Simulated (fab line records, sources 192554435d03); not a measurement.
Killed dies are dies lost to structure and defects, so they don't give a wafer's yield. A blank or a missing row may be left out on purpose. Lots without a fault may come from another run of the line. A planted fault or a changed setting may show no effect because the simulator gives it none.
A struck lot beside a sound one | flow n5_finfet | 15 steps out of a route of 1938
Sound: wafers L625.1, L625.2, L625.6. Struck: wafer L630.5. (L630.2, L630.3 of the same lot were not struck and are left out.) The cause comes at the end.
At each step with rows: each side's tool, then ch and its chambers, then its first start. Under that, the readings that differ: sound wafers | struck wafers | difference of the means | sigmas: that difference in standard deviations of wafers without a fault.
alike: readings whose means differ by less than 2 such deviations, and words and numbers that are the same on both sides. not compared: withheld readings, readings that some wafer has no value for, bounds like >300 that may hide the same value, and numbers for which the record gives no deviation and whose values overlap.
The two part at a step that has a row with sigmas, a row that says differs or no value, or rows on one side only. Numbers that don't overlap but have no deviation are shown without sigmas and don't part them. A reading that every wafer of one side lacks parts them only if that side has two wafers or more.

first, 2 steps without rows for these wafers: N5_BEOL_M2_PEB_09 (peb time 60 s); N5_BEOL_M2_DEVELOP_10 (develop time 30 s).
N5_BEOL_M2_CD_MEAS_11: target cd 16.79 nm.
  sound on cd_sem-01 ch 0, day 7 17:31; struck on cd_sem-03 ch 0, day 9 00:40
  alike: cd_nm
N5_BEOL_M2_OVL_MEAS_12:
  sound on overlay-01 ch 0, day 7 17:32; struck on overlay-01 ch 0, day 9 00:41
  alike: M2_OVL
N5_BEOL_M2_INSPECT_13: inspects for defects (brightfield).
  sound on defect_inspect-01, day 7 17:36; struck on defect_inspect-02, day 9 00:44
  alike: raw_defect_count
N5_BEOL_M2_DESCUM_16: chemistry O2, time 7 s.
  sound on rie_diel-03 ch 1,2,3, day 7 17:44; struck on rie_diel-02 ch 1, day 9 00:54
  reading    | sound             | struck | difference | sigmas
  temp_c (C) | 40.23 40.05 40.13 | 39.81  | -0.33      | -3
  alike: drypump_motor_current_A, oes_product_au, rf_vpp_V, showerhead_plenum_p_Torr, throttle_valve_pct
  not compared: rf_hours_counter_h
N5_BEOL_M2_ETCH_74: etches underlayer in N2/H2, target depth 6.5 nm, time 5.2 s.
  sound on rie_diel-03 ch 1,2,3, day 7 17:46; struck on rie_diel-02 ch 1, day 9 00:56
  alike: drypump_motor_current_A, etch_rf_on_time_s, h2_flow_sccm, n2_flow_sccm, oes_product_au, rf_vpp_V, showerhead_plenum_p_Torr, throttle_valve_pct
  not compared: rf_hours_counter_h
N5_BEOL_M2_ETCH_63: etches SiARC in CF4, target depth 15.6 nm, time 26 s.
  sound on rie_diel-03 ch 1,2,3, day 7 17:47; struck on rie_diel-02 ch 1, day 9 00:57
  alike: drypump_motor_current_A, etch_rf_on_time_s, oes_product_au, rf_vpp_V, showerhead_plenum_p_Torr, throttle_valve_pct
  not compared: rf_hours_counter_h
N5_BEOL_M2_ETCH_64: etches SOC in N2/H2, target depth 75 nm, overetch 22.5 nm, time 121.9 s.
  sound on rie_diel-03 ch 1,2,3, day 7 17:49; struck on rie_diel-02 ch 1, day 9 00:59
  alike: drypump_motor_current_A, h2_flow_sccm, n2_flow_sccm, oes_product_au, rf_vpp_V, showerhead_plenum_p_Torr, temp_c, throttle_valve_pct
  not compared: rf_hours_counter_h
then, 2 steps without rows for these wafers: N5_BEOL_M2_STRIP_65 (strips in N2/H2); N5_BEOL_M2_STRIP_75 (strips in N2/H2).
N5_BEOL_M2_STRIP_66: strips in CF4.
  sound on rie_diel-03 ch 1,2,3, day 7 17:56; struck on rie_diel-02 ch 1, day 9 01:07
  alike: drypump_motor_current_A, oes_product_au, power_w, rf_vpp_V, showerhead_plenum_p_Torr, throttle_valve_pct
  not compared: rf_hours_counter_h
N5_BEOL_M2_HM_OPEN_17: chemistry Cl2/BCl3, target TiN, target depth 20 nm, overetch 6 nm.
  sound on rie_metal-01 ch 0,1, day 7 17:59; struck on rie_metal-01 ch 0, day 9 01:09
  reading                                  | sound      | struck | difference | sigmas
  model.SOC_of_BEOL_M2_COAT_61.thk_nm (nm) | 52 52 52.2 | 53     | +1         |
  alike: drypump_motor_current_A, he_backside_leak_sccm, oes_product_au, throttle_valve_pct
  not compared: rf_hours_counter_h
then, 1 step without rows for these wafers: N5_BEOL_M2_STRIP_19 (strips in O2).
-- the record jumps here: 3 days lie between the struck wafers' starts before and after (it left off in module BEOL_M2 and takes up again in module BEOL_M4, whose first step shown is number 1111 of the route) --
N5_BEOL_M4_RC_MEAS_101:
  sound on prober-02 ch 0, day 10 10:07; struck on prober-01 ch 0, day 11 14:52
  reading   | sound          | struck | difference | sigmas
  VT_P (mV) | -249 -254 -252 | -242   | +10        | +3
  alike: DIBL_N, DIBL_P, IOFF_N, IOFF_P, ION_N, ION_P, SS_N, SS_P, VT_N

WHERE THEY PART
First at N5_BEOL_M2_DESCUM_16; last, within this record, at N5_BEOL_M4_RC_MEAS_101.

WHY: what the simulator had put in
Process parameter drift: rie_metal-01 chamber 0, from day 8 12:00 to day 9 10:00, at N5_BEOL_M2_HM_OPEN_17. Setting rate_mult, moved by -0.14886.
